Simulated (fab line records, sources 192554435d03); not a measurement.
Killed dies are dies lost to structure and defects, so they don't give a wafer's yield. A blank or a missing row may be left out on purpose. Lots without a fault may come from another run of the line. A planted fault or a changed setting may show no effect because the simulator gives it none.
Which tool did it? | flow n5_finfet | 22 lots, 66 wafers sampled, at 3 steps of a route of 1938

WHAT THE GAUGES READ, wafer by wafer
N5_BEOL_M7_CD_MEAS_35: target cd 40 nm. Usual: cd_nm 40.2 nm, standard deviation 0.64.
lot  | measured     | on        | cd_nm (nm)     | flag
L074 | day 9 22:20  | cd_sem-02 | 40.1 40.2 39.0 |
L075 | day 10 02:49 | cd_sem-01 | 40.2 39.6 40.5 |
L076 | day 10 05:12 | cd_sem-02 | 40.2 41.4 40.7 |
L078 | day 10 05:22 | cd_sem-02 | 39.9 40.6 40.7 |
L081 | day 10 18:26 | cd_sem-03 | 39.3 40.2 39.1 |
L080 | day 10 23:58 | cd_sem-01 | 40.2 40.4 40.2 |
L079 | day 11 01:48 | cd_sem-01 | 39.2 39.6 38.9 |
L083 | day 11 04:20 | cd_sem-01 | 39.6 40.4 40.7 |
L082 | day 11 04:22 | cd_sem-02 | 40.3 40.4 39.4 |
L084 | day 11 22:43 | cd_sem-03 | 40.6 40.7 40.3 |
L085 | day 12 03:09 | cd_sem-03 | 41.4 40.0 39.8 |
L086 | day 12 10:46 | cd_sem-01 | 40.9 40.7 39.1 |
L088 | day 12 16:17 | cd_sem-03 | 39.6 40.1 38.8 |
L089 | day 13 06:55 | cd_sem-03 | 41.3 39.4 40.2 |
L087 | day 13 07:19 | cd_sem-01 | 40.7 41.1 40.5 |
L092 | day 13 07:29 | cd_sem-02 | 40.0 39.6 39.8 |
L091 | day 13 14:28 | cd_sem-03 | 40.6 40.8 41.5 |
L090 | day 13 14:37 | cd_sem-03 | 40.1 41.4 41.1 |
L094 | day 13 21:00 | cd_sem-02 | 39.7 40.0 40.6 |
L093 | day 13 21:16 | cd_sem-02 | 40.8 41.2 39.8 |
L097 | day 15 12:11 | cd_sem-02 | 40.5 41.1 41.1 |
L096 | day 16 06:26 | cd_sem-02 | 40.0 39.8 40.0 |

N5_BEOL_M8_INSPECT_58: inspects for defects (darkfield). Usual: raw_defect_count 73, standard deviation 23.
lot  | measured     | on                | raw_defect_count | flag
L074 | day 10 07:58 | defect_inspect-01 | 99 50 98         |
L075 | day 10 12:44 | defect_inspect-02 | 58 65 100        |
L076 | day 10 16:41 | defect_inspect-02 | 147 102 85       |
L078 | day 10 19:52 | defect_inspect-02 | 72 58 45         |
L081 | day 11 05:14 | defect_inspect-02 | 78 51 66         |
L080 | day 11 10:22 | defect_inspect-01 | 71 72 77         |
L079 | day 11 13:07 | defect_inspect-01 | 75 115 77        |
L083 | day 11 14:38 | defect_inspect-02 | 120 51 105       |
L082 | day 11 16:40 | defect_inspect-02 | 66 64 47         |
L084 | day 12 08:51 | defect_inspect-02 | 98 84 92         |
L085 | day 12 12:05 | defect_inspect-01 | 110 84 72        |
L086 | day 12 23:14 | defect_inspect-01 | 112 60 74        |
L088 | day 13 03:02 | defect_inspect-01 | 55 48 58         |
L089 | day 13 20:13 | defect_inspect-02 | 60 117 62        |
L087 | day 13 20:56 | defect_inspect-02 | 80 66 56         |
L092 | day 13 20:29 | defect_inspect-01 | 76 69 63         |
L091 | day 14 05:12 | defect_inspect-01 | 69 66 30         |
L090 | day 14 05:25 | defect_inspect-01 | 69 58 57         |
L094 | day 14 06:04 | defect_inspect-02 | 60 39 53         |
L093 | day 14 08:32 | defect_inspect-01 | 51 48 104        |
L097 | day 15 22:52 | defect_inspect-01 | 67 74 109        |
L096 | day 16 17:41 | defect_inspect-01 | 113 49 61        |

WHICH TOOL RAN EACH LOT (tool, then ch and the chambers of the sampled wafers, then the start)
lot  | N5_BEOL_M8_ETCH_72
L074 | rie_diel-06 ch 0,2, day 10 04:39
L075 | rie_diel-01 ch 0,2,3, day 10 09:04
L076 | rie_diel-03 ch 0,2,3, day 10 11:50
L078 | rie_diel-06 ch 2,3, day 10 15:05
L081 | rie_diel-06 ch 0,1, day 11 01:35
L080 | rie_diel-06 ch 0,2, day 11 06:47
L079 | rie_diel-01 ch 0,1,2, day 11 08:33
L083 | rie_diel-03 ch 0,1,2, day 11 12:01
L082 | rie_diel-06 ch 0,1,2, day 11 12:22
L084 | rie_diel-03 ch 1,3, day 12 04:51
L085 | rie_diel-01 ch 0,2, day 12 09:04
L086 | rie_diel-03 ch 0,1, day 12 20:25
L088 | rie_diel-01 ch 1,2,3, day 12 23:40
L089 | rie_diel-03 ch 0,3, day 13 17:08
L087 | rie_diel-01 ch 1,3, day 13 17:39
L092 | rie_diel-03 ch 1,2,3, day 13 17:38
L091 | rie_diel-06 ch 0,1,2, day 14 02:05
L090 | rie_diel-01 ch 0,1,3, day 14 02:29
L094 | rie_diel-03 ch 1,2,3, day 14 02:55
L093 | rie_diel-01 ch 0,3, day 14 03:54
L097 | rie_diel-03 ch 0,2, day 15 18:11
L096 | rie_diel-01 ch 2,3, day 16 15:01
- N5_BEOL_M8_ETCH_72: etches underlayer in N2/H2, target depth 6.5 nm, time 5.2 s.

WHAT THE TOOLS THEMSELVES READ (means of the sampled wafers that have a number; where no wafer has one, the mark that the record gives instead)
N5_BEOL_M8_ETCH_72. Usual: chamber_pressure_mTorr 30.00 mTorr, standard deviation 0.038; drypump_motor_current_A 5.9 A, standard deviation 0.41; etch_rf_on_time_s 5.26 s, standard deviation 0.2; n2_flow_sccm 200.1 sccm, standard deviation 0.6; oes_product_au 0.66 a.u., standard deviation 0.073; rf_vpp_V 523.9 V, standard deviation 2.3; showerhead_plenum_p_Torr 2.54 Torr, standard deviation 0.075; throttle_valve_pct 17.86 %, standard deviation 0.17.
lot  | tool        | chamber_pressure_mTorr (mTorr) | drypump_motor_current_A (A) | etch_rf_on_time_s (s) | n2_flow_sccm (sccm) | oes_product_au (a.u.) | rf_vpp_V (V) | showerhead_plenum_p_Torr (Torr) | throttle_valve_pct (%) | flag
L074 | rie_diel-06 | 29.98                          | 5.6                         | 5.24                  | 199.9               | 0.65                  | 526.5        | 2.60                            | 17.73                  |
L075 | rie_diel-01 | 29.98                          | 6.3                         | 5.22                  | 200.0               | 0.67                  | 525.4        | 2.58                            | 18.04                  |
L076 | rie_diel-03 | 30.00                          | 5.9                         | 5.26                  | 200.5               | 0.63                  | 522.8        | 2.50                            | 17.76                  |
L078 | rie_diel-06 | 30.01                          | 5.4                         | 5.52                  | 200.8               | 0.63                  | 522.8        | 2.54                            | 17.82                  |
L081 | rie_diel-06 | 30.01                          | 6.0                         | 5.11                  | 200.7               | 0.72                  | 526.2        | 2.63                            | 17.74                  |
L080 | rie_diel-06 | 30.00                          | 5.6                         | 5.34                  | 199.7               | 0.63                  | 524.8        | 2.59                            | 17.75                  |
L079 | rie_diel-01 | 30.01                          | 6.2                         | 5.29                  | 199.9               | 0.65                  | 524.2        | 2.53                            | 17.86                  |
L083 | rie_diel-03 | 30.01                          | 5.7                         | 5.23                  | 200.0               | 0.62                  | 523.3        | 2.54                            | 17.97                  |
L082 | rie_diel-06 | 30.00                          | 5.9                         | 5.31                  | 200.1               | 0.69                  | 525.8        | 2.59                            | 17.81                  |
L084 | rie_diel-03 | 29.99                          | 6.0                         | 5.21                  | 199.8               | 0.68                  | 522.6        | 2.49                            | 17.65                  |
L085 | rie_diel-01 | 30.06                          | 6.4                         | 5.46                  | 200.0               | 0.65                  | 524.7        | 2.61                            | 17.98                  |
L086 | rie_diel-03 | 29.99                          | 5.7                         | 5.21                  | 200.5               | 0.64                  | 523.1        | 2.54                            | 18.04                  |
L088 | rie_diel-01 | 29.98                          | 6.1                         | 5.12                  | 200.1               | 0.72                  | 522.8        | 2.49                            | 17.82                  |
L089 | rie_diel-03 | 29.98                          | 6.2                         | 5.18                  | 199.9               | 0.65                  | 521.5        | 2.46                            | 17.67                  |
L087 | rie_diel-01 | 30.04                          | 6.0                         | 5.10                  | 199.4               | 0.66                  | 522.1        | 2.42                            | 17.75                  |
L092 | rie_diel-03 | 30.01                          | 5.7                         | 5.34                  | 200.3               | 0.64                  | 521.1        | 2.52                            | 17.83                  |
L091 | rie_diel-06 | 30.02                          | 5.8                         | 5.24                  | 199.6               | 0.66                  | 524.6        | 2.58                            | 17.83                  |
L090 | rie_diel-01 | 29.99                          | 6.1                         | 5.26                  | 200.3               | 0.67                  | 523.9        | 2.50                            | 17.88                  |
L094 | rie_diel-03 | 30.02                          | 5.7                         | 5.30                  | 200.1               | 0.63                  | 522.7        | 2.51                            | 17.80                  |
L093 | rie_diel-01 | 30.02                          | 6.4                         | 5.27                  | 199.5               | 0.68                  | 526.0        | 2.58                            | 17.98                  |
L097 | rie_diel-03 | 29.99                          | 5.6                         | 5.32                  | 199.5               | 0.57                  | 521.9        | 2.51                            | 17.97                  |
L096 | rie_diel-01 | 29.99                          | 6.2                         | 5.04                  | 200.4               | 0.72                  | 524.7        | 2.54                            | 17.94                  |

THE ANSWER, worked out from the rows above alone
Rule: a lot is off if the mean of its wafers that have a number lies more than 3 standard deviations from the usual mean. A lot without any number at a reading at which 4 lots or more have one is off too. The other lots that the step has rows for count as sound. The gauges are gone through in route order, then the tools' own readings, and for those a lot's mean is taken as printed above. The first step at which some lot is off is used, and at that step the reading that is off furthest; a lot without a number counts as furthest.
No lot is off at any reading shown: from this, nothing can be told.

WHAT THE SIMULATOR HAD PUT IN
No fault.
